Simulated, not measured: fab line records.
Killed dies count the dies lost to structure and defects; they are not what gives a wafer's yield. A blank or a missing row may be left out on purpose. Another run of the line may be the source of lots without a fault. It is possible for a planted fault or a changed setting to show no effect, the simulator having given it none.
Matching of chambers    flow nand_harc    NHARC_A_M1_CMP_23 on cmp-03: 4 sister chambers
The step polishes, t overpolish 20 s, target thk 154.34 nm. 4 wafers are shown with their chamber, then 9 later ones without.

WAFERS PAIRED WITH THEIR CHAMBERS
wafer   chamber  motor_current_A (A)
L327.1  3        10.4
L327.5  2        10.8
L326.4  0        11.7
L326.5  1        12.0

WAFERS MISSING THEIR CHAMBER
wafer   motor_current_A (A)
L330.2  10.4
L330.3  11.0
L330.6  12.1
L329.1  10.1
L329.2  11.9
L329.4  10.3
L331.1  10.2
L331.5  12.4
L331.6  11.5

CHAMBER TAKEN BY EACH
wafer   from the rows above      in truth
L330.2  can't be placed: 3 or 2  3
L330.3  can't be placed: 2 or 3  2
L330.6  can't be placed: 1 or 0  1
L329.1  can't be placed: 3 or 2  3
L329.2  can't be placed: 1 or 0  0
L329.4  can't be placed: 3 or 2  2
L331.1  can't be placed: 3 or 2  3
L331.5  can't be placed: 1 or 0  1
L331.6  can't be placed: 0 or 1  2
0 of 9 placed correctly. From these rows, 9 cannot be placed; in 8 the true chamber is one of the candidates. 0 placed wrongly.
How it was worked out, from the rows above alone: a wafer's distance from a chamber is the root of the sum, over the readings, of the square of ((its reading less the chamber's mean) divided by the reading's scatter). The wafer belongs to the nearest chamber; if the next one is less than 2 further off, it can't be placed. For every chamber, the mean is computed from those of its wafers that are shown. The scatter: root of mean squared gap, hidden wafer to nearest shown wafer, with one shown wafer a chamber.
